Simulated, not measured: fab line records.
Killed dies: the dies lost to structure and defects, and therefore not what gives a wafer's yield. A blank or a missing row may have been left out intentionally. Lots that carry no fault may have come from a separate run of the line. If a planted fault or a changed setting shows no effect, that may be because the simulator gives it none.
Lot-split experiment :: flow n5_finfet :: on a route of 1938 steps: 7 lots, 21 wafers read

ABOUT THE SPLIT
At N5_BEOL_M9_COAT_60 (time 60 s, resist thk 30 nm), the setting spin_rpm was moved away from the recipe's 1500 rpm on 7 of the 21 wafers read, by -9.4% to +11.1%. All remaining wafers had this setting at the recipe value.

FROM THE SPLIT TO THE READING: what the file shows between them, 4 steps
- N5_BEOL_M9_COAT_05: resist thk 90 nm
- N5_BEOL_M9_EBR_07
- N5_BEOL_M9_DESCUM_16: chemistry O2, time 7.9 s
- N5_BEOL_M9_ETCH_61: etches SiARC in CF4, target depth 39 nm, time 65 s

THE READING
SiARC_of_BEOL_M9_COAT_60.thk_nm (the simulator's own value, which no gauge read), in nm, at N5_BEOL_M9_ETCH_62 (etches SOC in N2/H2, target depth 110 nm, overetch 22 nm, time 165 s). No usual value for it is given in the file. Across the 14 wafers here that went through the recipe, the average is 23.6 nm and the standard deviation 0.27 nm.

wafer: L077.2
tool, chamber at the split: litho_track-05, 0
spin_rpm as run, rpm: 1500
against the recipe: recipe
SiARC_of_BEOL_M9_COAT_60.thk_nm, nm: 23.6
against lot-mates on the recipe: -

wafer: L077.6
tool, chamber at the split: litho_track-05, 0
spin_rpm as run, rpm: 1500
against the recipe: recipe
SiARC_of_BEOL_M9_COAT_60.thk_nm, nm: 23.6
against lot-mates on the recipe: -

wafer: L077.5
tool, chamber at the split: litho_track-05, 0
spin_rpm as run, rpm: 1392
against the recipe: -7.2%
SiARC_of_BEOL_M9_COAT_60.thk_nm, nm: 24.6
against lot-mates on the recipe: +1.0

wafer: L080.2
tool, chamber at the split: litho_track-02, 0
spin_rpm as run, rpm: 1411
against the recipe: -5.9%
SiARC_of_BEOL_M9_COAT_60.thk_nm, nm: 24.6
against lot-mates on the recipe: +1.0

wafer: L080.3
tool, chamber at the split: litho_track-02, 0
spin_rpm as run, rpm: 1500
against the recipe: recipe
SiARC_of_BEOL_M9_COAT_60.thk_nm, nm: 23.6
against lot-mates on the recipe: -

wafer: L080.5
tool, chamber at the split: litho_track-02, 0
spin_rpm as run, rpm: 1500
against the recipe: recipe
SiARC_of_BEOL_M9_COAT_60.thk_nm, nm: 23.6
against lot-mates on the recipe: -

wafer: L083.1
tool, chamber at the split: litho_track-05, 0
spin_rpm as run, rpm: 1419
against the recipe: -5.4%
SiARC_of_BEOL_M9_COAT_60.thk_nm, nm: 24.4
against lot-mates on the recipe: +0.8

wafer: L083.6
tool, chamber at the split: litho_track-05, 0
spin_rpm as run, rpm: 1419
against the recipe: -5.4%
SiARC_of_BEOL_M9_COAT_60.thk_nm, nm: 24.4
against lot-mates on the recipe: +0.8

wafer: L083.2
tool, chamber at the split: litho_track-05, 0
spin_rpm as run, rpm: 1500
against the recipe: recipe
SiARC_of_BEOL_M9_COAT_60.thk_nm, nm: 23.6
against lot-mates on the recipe: -

wafer: L087.2
tool, chamber at the split: litho_track-03, 0
spin_rpm as run, rpm: 1500
against the recipe: recipe
SiARC_of_BEOL_M9_COAT_60.thk_nm, nm: 23.6
against lot-mates on the recipe: -

wafer: L087.3
tool, chamber at the split: litho_track-03, 0
spin_rpm as run, rpm: 1500
against the recipe: recipe
SiARC_of_BEOL_M9_COAT_60.thk_nm, nm: 23
against lot-mates on the recipe: -

wafer: L087.6
tool, chamber at the split: litho_track-03, 0
spin_rpm as run, rpm: 1667
against the recipe: +11.1%
SiARC_of_BEOL_M9_COAT_60.thk_nm, nm: 21.4
against lot-mates on the recipe: -1.9

wafer: L088.3
tool, chamber at the split: litho_track-05, 0
spin_rpm as run, rpm: 1500
against the recipe: recipe
SiARC_of_BEOL_M9_COAT_60.thk_nm, nm: 23.6
against lot-mates on the recipe: -

wafer: L088.5
tool, chamber at the split: litho_track-05, 0
spin_rpm as run, rpm: 1500
against the recipe: recipe
SiARC_of_BEOL_M9_COAT_60.thk_nm, nm: 23.6
against lot-mates on the recipe: -

wafer: L088.4
tool, chamber at the split: litho_track-05, 0
spin_rpm as run, rpm: 1359
against the recipe: -9.4%
SiARC_of_BEOL_M9_COAT_60.thk_nm, nm: 24.4
against lot-mates on the recipe: +0.8

wafer: L093.2
tool, chamber at the split: litho_track-05, 0
spin_rpm as run, rpm: 1500
against the recipe: recipe
SiARC_of_BEOL_M9_COAT_60.thk_nm, nm: 23.2
against lot-mates on the recipe: -

wafer: L093.4
tool, chamber at the split: litho_track-05, 0
spin_rpm as run, rpm: 1500
against the recipe: recipe
SiARC_of_BEOL_M9_COAT_60.thk_nm, nm: 23.2
against lot-mates on the recipe: -

wafer: L093.6
tool, chamber at the split: litho_track-05, 0
spin_rpm as run, rpm: 1556
against the recipe: +3.7%
SiARC_of_BEOL_M9_COAT_60.thk_nm, nm: 23
against lot-mates on the recipe: -0.2

wafer: L095.2
tool, chamber at the split: litho_track-03, 0
spin_rpm as run, rpm: 1500
against the recipe: recipe
SiARC_of_BEOL_M9_COAT_60.thk_nm, nm: 24
against lot-mates on the recipe: -

wafer: L095.4
tool, chamber at the split: litho_track-03, 0
spin_rpm as run, rpm: 1500
against the recipe: recipe
SiARC_of_BEOL_M9_COAT_60.thk_nm, nm: 24
against lot-mates on the recipe: -

wafer: L095.5
tool, chamber at the split: litho_track-03, 0
spin_rpm as run, rpm: 1500
against the recipe: recipe
SiARC_of_BEOL_M9_COAT_60.thk_nm, nm: 23.8
against lot-mates on the recipe: -

FIT RESULTS
A straight line over all 21 wafers: SiARC_of_BEOL_M9_COAT_60.thk_nm changes by -0.155 nm for each +1% of spin_rpm; r = -0.92; the points scatter about the line by 0.29 nm.
The same after taking each lot's own level away (the mean of its wafers on the recipe; 21 wafers): -0.138 nm for each +1%; r = -0.95; scatter 0.19 nm.
The reading moves by 1.5 nm for the largest change in spin_rpm, on that fit.
The lots' own levels span 23.20 to 23.93 nm, that is 2.7 times the standard deviation above.
Hence the slope depends on the lot-to-lot level, as the two fits are not the same.
Check: with one of the wafers moved furthest among these (+11.1%) left out of the fit, the line predicts -1.26 nm for it against its lot-mates. It came out at -1.9 nm against them.

THESE WAFERS: OTHER SPLITS
Other splits were also applied to these wafers ahead of the reading. Each is held against what the fit with the lots' levels taken away leaves over:
other split on the same wafers: N5_BEOL_M8_HM_DEP_02 target_thk_a
wafers away from the commonest value: 8
r with SiARC_of_BEOL_M9_COAT_60.thk_nm (lot level and that fit taken away): +0.22

THE WHOLE CHAIN: every reading that the file lists as answering this split, in the file's order
step: N5_BEOL_M9_COAT_60
what it does: time 60 s, resist thk 30 nm
reading: SiARC_of_BEOL_M9_COAT_60.thk_nm (the simulator's own value, which no gauge read)
change (the file's fit): -0.153 nm for each +1% of the setting
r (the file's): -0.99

step: N5_BEOL_M9_ETCH_61
what it does: etches SiARC in CF4, target depth 39 nm, time 65 s
reading: CAR-ArF_of_BEOL_M9_COAT_05.thk_nm (the simulator's own value, which no gauge read)
change (the file's fit): +0.147 nm for each +1% of the setting
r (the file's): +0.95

step: N5_BEOL_M9_ETCH_61
what it does: etches SiARC in CF4, target depth 39 nm, time 65 s
reading: etch.depth_nm (the simulator's own value, which no gauge read)
change (the file's fit): -0.148 nm for each +1% of the setting
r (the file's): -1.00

step: N5_BEOL_M9_ETCH_62
what it does: etches SOC in N2/H2, target depth 110 nm, overetch 22 nm, time 165 s
reading: SiARC_of_BEOL_M9_COAT_60.thk_nm (the simulator's own value, which no gauge read)
change (the file's fit): -0.137 nm for each +1% of the setting
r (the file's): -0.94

FILE'S OWN FIT
SiARC_of_BEOL_M9_COAT_60.thk_nm changes by -0.137 nm for each +1% of spin_rpm, r = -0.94.
